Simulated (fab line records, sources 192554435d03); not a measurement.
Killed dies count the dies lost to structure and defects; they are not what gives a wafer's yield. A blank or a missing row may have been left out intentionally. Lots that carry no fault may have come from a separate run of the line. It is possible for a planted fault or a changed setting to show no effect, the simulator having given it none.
The same fault as seen by 3 desks ; flow n5-finfet ; every desk sees just its own numbers, and what lay behind them comes last

## THE METROLOGY DESK
What the gauges read for every lot (on any tool): the sampled wafers with a number, averaged. If a lot's mean is further than 4 standard deviations from the usual mean, the lot is out of limits and carries the mark OUT (the distance appears in the brackets). Of its 11 readings 7 are shown: the one that was out of limits first, and those that lie furthest out on some lot.
Columns: A = DIBL_N at N5_BEOL_M4_RC_MEAS_101, usual 35.9 mV/V; B = IOFF_N at N5_BEOL_M4_RC_MEAS_101, usual 0.156 nA/um; C = IOFF_P at N5_BEOL_M4_RC_MEAS_101, usual 0.205 nA/um; D = SS_N at N5_BEOL_M4_RC_MEAS_101, usual 71.4 mV/dec; E = VT_N at N5_BEOL_M4_RC_MEAS_101, usual 249.7 mV; F = VT_P at N5_BEOL_M4_RC_MEAS_101, usual -250.2 mV; G = M8_ILD_THK at N5_BEOL_M8_THK_MEAS_01, usual 154.9 nm
lot;first seen here;A;B;C;D;E;F;G
L914;day 9 07:47;33.8;0.121;0.177;70.7;253.7;-250.7;154.9
L913;day 9 08:05;37.2;0.184;0.237;71.6;245.5;-247.1;154.9
L917;day 10 09:53;35.4;0.142;0.196;70.5;252.1;-251.8;156.0
L919;day 10 13:40;35.6;0.156;0.194;71.4;246.5;-251.5;119.2 (-19) OUT
L920;day 10 16:58;35.2;0.149;0.210;71.2;249.5;-249.9;155.4
L921;day 10 19:54;36.5;0.164;0.235;72.0;249.8;-247.2;116.3 (-20) OUT
L924;day 11 22:10;35.5;0.154;0.198;71.4;249.2;-250.8;154.6
L927;day 13 05:36;35.4;0.147;0.189;71.7;251.2;-253.6;154.9
L931;day 13 10:26;38.1;0.185;0.217;71.6;248.6;-250.7;156.6
This desk's finding: out of limits on L919, L921; first on L919, day 11 19:32 (M8_ILD_THK at N5_BEOL_M8_THK_MEAS_01). In limits: L914, L913, L917, L920, L924, L927, L931.

## THE DEFECT DESK
For each lot, the counts of the inspections along the route, averaged over the sampled wafers that have a number. If a lot's mean is further than 4 standard deviations from the usual mean, the lot is out of limits and carries the mark OUT (the distance appears in the brackets).
Columns: A = raw-defect-count at N5_BEOL_M7_INSPECT_58, usual 86
lot;first seen here;A
L914;day 10 12:14;78
L913;day 10 12:20;70
L917;day 11 14:29;112
L919;day 11 18:55;80
L921;day 11 22:29;65
L920;day 11 23:13;110
L924;day 13 06:04;95
L927;day 14 16:10;78
L931;day 14 16:50;122
Result from this desk: across the 9 lots, nothing is out of limits.

## DESK OF THE TOOL OWNER: pecvd-01
The tool's own readings at N5_BEOL_M8_ILD_DEP_00 (deposits SiCOH lowk from DEMS/porogen, target thk 179.75 nm, time 33.4 s): means of the sampled wafers that have a number, for each lot that ran on this tool. If a lot's mean is further than 4 standard deviations from the usual mean, the lot is out of limits and carries the mark OUT (the distance appears in the brackets).
Columns: A = heater-power-w at N5_BEOL_M8_ILD_DEP_00, usual 285 W; B = showerhead-plenum-p-Torr at N5_BEOL_M8_ILD_DEP_00, usual 5.740 Torr; C = showerhead-vpp-V at N5_BEOL_M8_ILD_DEP_00, usual 1373 V; D = throttle-valve-pct at N5_BEOL_M8_ILD_DEP_00, usual 14.0 %
lot;first seen here;A;B;C;D
L914;day 10 12:17;287;5.747;1329;14.8
L917;day 11 14:32;250;5.740;1385;14.1
L919;day 11 18:57;287;5.742;1356;14.5
L921;day 11 22:31;281;5.747;1363;14.5
Result from this desk: across the 4 lots, nothing is out of limits.

## PUT TOGETHER
An alarm was possible from the metrology desk at day 11 19:32, on L919, L921.
Nothing the defect desk looked at was out of limits.
The tool owner's desk saw nothing out of limits.
The defect desk has L919, L921 on record, within its limits.
On record at the tool owner's desk: L919, L921, within its limits.
All the named lots went through N5_BEOL_M8_ILD_DEP_00 on pecvd-01.

## WHAT THE SIMULATOR HAD INSERTED
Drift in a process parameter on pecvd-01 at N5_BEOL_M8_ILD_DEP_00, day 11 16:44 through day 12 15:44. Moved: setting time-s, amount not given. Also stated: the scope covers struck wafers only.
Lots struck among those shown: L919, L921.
Per desk, hours elapsed from the start of the fault to the first reading out of limits: for the metrology desk, 3.
